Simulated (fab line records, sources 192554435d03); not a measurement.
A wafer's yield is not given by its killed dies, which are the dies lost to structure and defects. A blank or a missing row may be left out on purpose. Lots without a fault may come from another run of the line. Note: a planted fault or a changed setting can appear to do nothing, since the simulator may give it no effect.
What tool caused it? | flow n5_finfet | 24 lots with 72 wafers sampled at 5 steps, on a route of 1938 steps

## WHAT EACH GAUGE READ, for each wafer
N5_BEOL_M13_CD_MEAS_17: target cd 190 nm. Usual: cd_nm 190.1 nm, standard deviation 2.
lot  | measured     | on        | cd_nm (nm)        | flag
L074 | day 11 12:27 | cd_sem-01 | 190.4 190.1 193.2 |
L075 | day 11 18:51 | cd_sem-02 | 189.1 190.9 192.5 |
L078 | day 12 10:50 | cd_sem-01 | 187.0 190.1 190.2 |
L076 | day 12 14:50 | cd_sem-02 | 194.1 192.2 190.3 |
L081 | day 12 20:49 | cd_sem-03 | 192.4 189.9 189.5 |
L079 | day 13 01:52 | cd_sem-01 | 188.4 189.9 189.3 |
L080 | day 13 02:03 | cd_sem-03 | 188.6 190.6 188.8 |
L077 | day 13 02:44 | cd_sem-02 | 192.0 191.1 190.3 |
L082 | day 13 11:36 | cd_sem-03 | 191.6 190.3 190.0 |
L083 | day 13 16:00 | cd_sem-02 | 188.0 188.3 189.2 |
L084 | day 13 16:07 | cd_sem-03 | 185.1 186.0 191.9 |
L085 | day 13 22:47 | cd_sem-01 | 188.9 190.6 190.5 |
L086 | day 14 06:00 | cd_sem-03 | 187.1 186.3 188.3 |
L087 | day 14 07:43 | cd_sem-03 | 189.5 189.2 189.9 |
L088 | day 15 01:56 | cd_sem-01 | 189.3 191.9 190.9 |
L089 | day 15 09:38 | cd_sem-02 | 190.5 191.4 190.8 |
L091 | day 15 13:52 | cd_sem-02 | 187.3 189.8 185.2 |
L093 | day 15 19:49 | cd_sem-02 | 189.0 192.6 191.5 |
L090 | day 15 21:34 | cd_sem-03 | 188.0 190.0 189.2 |
L092 | day 15 23:03 | cd_sem-02 | 191.3 193.1 192.1 |
L094 | day 16 02:05 | cd_sem-03 | 185.0 188.5 189.8 |
L095 | day 17 02:07 | cd_sem-03 | 189.7 190.4 190.7 |
L097 | day 17 08:29 | cd_sem-02 | 192.0 187.1 187.9 |
L096 | day 17 09:22 | cd_sem-02 | 191.9 190.2 190.4 |

N5_BEOL_M13_INSPECT_30: inspects for defects (macro). Usual: raw_defect_count 2.1, standard deviation 1.5.
lot  | measured     | on                | raw_defect_count | flag
L074 | day 11 12:50 | defect_inspect-01 | 1 3 3            |
L075 | day 11 19:21 | defect_inspect-01 | 0 2 3            |
L078 | day 12 11:13 | defect_inspect-02 | 2 3 2            |
L076 | day 12 15:13 | defect_inspect-01 | 5 4 3            |
L081 | day 12 21:12 | defect_inspect-02 | 2 4 0            |
L079 | day 13 02:22 | defect_inspect-01 | 2 3 2            |
L080 | day 13 02:33 | defect_inspect-02 | 3 2 0            |
L077 | day 13 03:14 | defect_inspect-01 | 0 1 0            |
L082 | day 13 11:59 | defect_inspect-01 | 1 3 2            |
L083 | day 13 16:30 | defect_inspect-01 | 0 4 3            |
L084 | day 13 16:40 | defect_inspect-02 | 1 1 3            |
L085 | day 13 23:10 | defect_inspect-02 | 2 2 1            |
L086 | day 14 06:23 | defect_inspect-02 | 3 1 1            |
L087 | day 14 08:06 | defect_inspect-01 | 1 2 2            |
L088 | day 15 02:19 | defect_inspect-02 | 6 3 5            |
L089 | day 15 10:01 | defect_inspect-01 | 1 1 5            |
L091 | day 15 14:23 | defect_inspect-02 | 1 0 1            |
L093 | day 15 20:11 | defect_inspect-01 | 1 1 2            |
L090 | day 15 21:57 | defect_inspect-01 | 2 2 3            |
L092 | day 15 23:26 | defect_inspect-01 | 2 1 2            |
L094 | day 16 02:28 | defect_inspect-01 | 2 2 2            |
L095 | day 17 02:37 | defect_inspect-01 | 0 2 0            |
L097 | day 17 09:01 | defect_inspect-01 | 0 5 3            |
L096 | day 17 09:53 | defect_inspect-01 | 6 0 2            |

N5_BEOL_M13_OCD_MEAS_35. Usual: trench_depth_nm 413 nm, standard deviation 7.5.
lot  | measured     | on     | trench_depth_nm (nm) | flag
L074 | day 11 13:26 | ocd-02 | 422 413 412          |
L075 | day 11 19:58 | ocd-02 | 429 419 428          |
L078 | day 12 11:50 | ocd-01 | 401 420 425          |
L076 | day 12 15:50 | ocd-02 | 409 404 411          |
L081 | day 12 21:52 | ocd-02 | 411 407 413          |
L079 | day 13 02:59 | ocd-01 | 418 417 426          |
L080 | day 13 03:18 | ocd-01 | 406 406 403          |
L077 | day 13 03:51 | ocd-01 | 414 413 422          |
L082 | day 13 12:35 | ocd-02 | 410 424 419          |
L083 | day 13 17:07 | ocd-02 | 422 416 421          |
L084 | day 13 17:17 | ocd-01 | 420 418 414          |
L085 | day 13 23:47 | ocd-01 | 403 413 408          |
L086 | day 14 07:04 | ocd-01 | 413 403 407          |
L087 | day 14 08:43 | ocd-02 | 416 418 415          |
L088 | day 15 02:56 | ocd-02 | 415 412 407          |
L089 | day 15 10:38 | ocd-02 | 406 412 405          |
L091 | day 15 14:59 | ocd-02 | 418 418 420          |
L093 | day 15 20:48 | ocd-02 | 410 411 408          |
L090 | day 15 22:34 | ocd-02 | 416 425 389          |
L092 | day 16 00:02 | ocd-01 | 416 391 421          |
L094 | day 16 03:09 | ocd-01 | 409 407 405          |
L095 | day 17 03:14 | ocd-02 | 427 428 418          |
L097 | day 17 09:43 | ocd-01 | 402 412 408          |
L096 | day 17 10:29 | ocd-01 | 404 416 411          |

N5_BEOL_M14_CD_MEAS_10: target cd 250 nm. Usual: cd_nm 249.1 nm, standard deviation 2.
lot  | measured     | on        | cd_nm (nm)        | flag
L074 | day 11 16:34 | cd_sem-01 | 248.9 249.5 248.4 |
L075 | day 11 23:33 | cd_sem-02 | 250.6 249.9 244.8 |
L078 | day 12 14:38 | cd_sem-01 | 251.4 250.6 248.3 |
L076 | day 12 19:23 | cd_sem-03 | 246.9 243.6 248.2 |
L081 | day 13 03:35 | cd_sem-02 | 250.6 249.2 248.3 |
L079 | day 13 07:15 | cd_sem-01 | 249.5 249.5 250.0 |
L080 | day 13 07:17 | cd_sem-02 | 249.1 247.1 250.2 |
L077 | day 13 08:17 | cd_sem-03 | 250.6 251.1 252.3 |
L082 | day 13 17:11 | cd_sem-02 | 248.2 247.4 247.2 |
L083 | day 13 21:17 | cd_sem-03 | 244.8 248.2 246.7 |
L084 | day 13 21:33 | cd_sem-01 | 252.3 251.4 250.4 |
L085 | day 14 04:57 | cd_sem-01 | 248.7 247.3 248.8 |
L086 | day 14 10:12 | cd_sem-03 | 249.4 249.8 251.4 |
L087 | day 14 11:15 | cd_sem-03 | 248.7 248.1 247.8 |
L088 | day 15 10:23 | cd_sem-03 | 247.8 248.4 250.9 |
L089 | day 15 13:49 | cd_sem-02 | 249.2 245.8 249.3 |
L091 | day 15 17:18 | cd_sem-02 | 249.1 252.9 253.4 |
L093 | day 16 06:29 | cd_sem-02 | 250.5 249.1 249.6 |
L090 | day 16 05:10 | cd_sem-03 | 247.4 246.1 248.7 |
L092 | day 16 06:40 | cd_sem-02 | 248.9 250.4 245.0 |
L094 | day 16 07:02 | cd_sem-01 | 250.4 250.1 248.9 |
L095 | day 17 09:54 | cd_sem-01 | 251.1 250.2 249.2 |
L097 | day 17 12:55 | cd_sem-02 | 248.7 252.3 249.9 |
L096 | day 17 14:09 | cd_sem-03 | 250.8 250.8 251.3 |

## EACH LOT AND THE TOOL THAT RAN IT (in order: tool; ch and the chambers of the sampled wafers; start)
lot  | N5_BEOL_M13_ETCH_67
L074 | rie_diel-05 ch 2,3, day 11 12:54
L075 | rie_diel-01 ch 0,1, day 11 19:25
L078 | rie_diel-05 ch 0,1,2, day 12 11:17
L076 | rie_diel-03 ch 0,1,2, day 12 15:17
L081 | rie_diel-03 ch 0,1,2, day 12 21:20
L079 | rie_diel-01 ch 0,1,3, day 13 02:26
L080 | rie_diel-03 ch 1,2, day 13 02:46
L077 | rie_diel-01 ch 0,1,2, day 13 03:18
L082 | rie_diel-05 ch 1,2,3, day 13 12:02
L083 | rie_diel-05 ch 1,2,3, day 13 16:34
L084 | rie_diel-01 ch 1,2, day 13 16:44
L085 | rie_diel-03 ch 1,2,3, day 13 23:14
L086 | rie_diel-03 ch 1,2,3, day 14 06:31
L087 | rie_diel-01 ch 1,2,3, day 14 08:10
L088 | rie_diel-03 ch 0,1,3, day 15 02:23
L089 | rie_diel-03 ch 0,1, day 15 10:05
L091 | rie_diel-01 ch 0,1,2, day 15 14:27
L093 | rie_diel-03 ch 0,1,3, day 15 20:16
L090 | rie_diel-05 ch 0,1,2, day 15 22:01
L092 | rie_diel-05 ch 0,1,2, day 15 23:30
L094 | rie_diel-03 ch 1,2,3, day 16 02:36
L095 | rie_diel-05 ch 1,3, day 17 02:41
L097 | rie_diel-03 ch 0,1,2, day 17 09:11
L096 | rie_diel-03 ch 0,2,3, day 17 09:56
- N5_BEOL_M13_ETCH_67: etches SiARC in CF4, target depth 143 nm, time 238.3 s.

## WHAT THE TOOLS THEMSELVES READ (means of the sampled wafers that have a number; where no wafer has one, the mark that the record gives instead)
N5_BEOL_M13_ETCH_67. Usual: cf4_flow_sccm 100.0 sccm (standard deviation 0.32); drypump_motor_current_A 5.8 A (standard deviation 0.51); etch_rf_on_time_s 241 s (standard deviation 6.2); oes_product_au 0.67 a.u. (standard deviation 0.058); rf_vpp_V 183.9 V (standard deviation 0.96); showerhead_plenum_p_Torr 2.13 Torr (standard deviation 0.06); throttle_valve_pct 15.54 % (standard deviation 0.22).
lot  | tool        | cf4_flow_sccm (sccm) | drypump_motor_current_A (A) | etch_rf_on_time_s (s) | oes_product_au (a.u.) | rf_vpp_V (V) | showerhead_plenum_p_Torr (Torr) | throttle_valve_pct (%) | flag
L074 | rie_diel-05 | 100.1                | 5.5                         | 244                   | 0.63                  | 183.6        | 2.16                            | 15.85                  |
L075 | rie_diel-01 | 99.8                 | 5.5                         | 235                   | 0.73                  | 183.5        | 2.09                            | 15.30                  |
L078 | rie_diel-05 | 100.0                | 5.4                         | 243                   | 0.70                  | 183.5        | 2.09                            | 15.40                  |
L076 | rie_diel-03 | 100.0                | 6.2                         | 243                   | 0.65                  | 184.0        | 2.13                            | 15.59                  |
L081 | rie_diel-03 | 100.0                | 6.1                         | 244                   | 0.65                  | 183.4        | 2.13                            | 15.59                  |
L079 | rie_diel-01 | 99.8                 | 5.6                         | 240                   | 0.71                  | 183.6        | 2.12                            | 15.42                  |
L080 | rie_diel-03 | 99.8                 | 6.1                         | 243                   | 0.63                  | 184.4        | 2.13                            | 15.62                  |
L077 | rie_diel-01 | 99.8                 | 5.4                         | 237                   | 0.72                  | 184.1        | 2.08                            | 15.30                  |
L082 | rie_diel-05 | 100.0                | 5.6                         | 243                   | 0.69                  | 184.4        | 2.15                            | 15.58                  |
L083 | rie_diel-05 | 100.3                | 5.6                         | 244                   | 0.69                  | 184.2        | 2.15                            | 15.59                  |
L084 | rie_diel-01 | 99.8                 | 5.3                         | 241                   | 0.71                  | 183.5        | 2.08                            | 15.28                  |
L085 | rie_diel-03 | 99.8                 | 6.3                         | 240                   | 0.65                  | 184.4        | 2.17                            | 15.56                  |
L086 | rie_diel-03 | 99.8                 | 6.3                         | 241                   | 0.66                  | 183.3        | 2.17                            | 15.56                  |
L087 | rie_diel-01 | 100.0                | 5.5                         | 243                   | 0.70                  | 183.9        | 2.11                            | 15.41                  |
L088 | rie_diel-03 | 100.0                | 6.4                         | 242                   | 0.66                  | 184.7        | 2.16                            | 15.57                  |
L089 | rie_diel-03 | 100.2                | 6.4                         | 243                   | 0.63                  | 184.0        | 2.12                            | 15.70                  |
L091 | rie_diel-01 | 99.8                 | 5.4                         | 239                   | 0.70                  | 184.0        | 2.08                            | 15.34                  |
L093 | rie_diel-03 | 99.6                 | 6.4                         | 243                   | 0.66                  | 183.9        | 2.16                            | 15.57                  |
L090 | rie_diel-05 | 99.8                 | 5.4                         | 247                   | 0.67                  | 184.0        | 2.08                            | 15.46                  |
L092 | rie_diel-05 | 99.9                 | 5.3                         | 243                   | 0.67                  | 183.6        | 2.08                            | 15.47                  |
L094 | rie_diel-03 | 99.9                 | 6.3                         | 246                   | 0.64                  | 184.1        | 2.16                            | 15.58                  |
L095 | rie_diel-05 | 100.1                | 5.9                         | 243                   | 0.77                  | 185.4        | 2.18                            | 15.33                  |
L097 | rie_diel-03 | 99.8                 | 6.1                         | 241                   | 0.63                  | 183.9        | 2.12                            | 15.67                  |
L096 | rie_diel-03 | 99.8                 | 6.1                         | 239                   | 0.66                  | 184.6        | 2.17                            | 15.56                  |

## THE ANSWER, worked out from the rows above alone
Rule: lot off if the mean of its wafers having a number is beyond 3 standard deviations from the usual mean. A lot without any number at a reading at which 4 lots or more have one is off too. All remaining lots with rows at the step are treated as sound. After the gauges, taken in route order, come the tools' own readings; for these a lot's mean is taken, as printed above. At the first step where some lot is off, the reading lying furthest off is the one used; lots without a number count as furthest.
No lot is off on any of the readings shown, so nothing can be concluded from this.

## WHAT HAD BEEN PUT IN BY THE SIMULATOR
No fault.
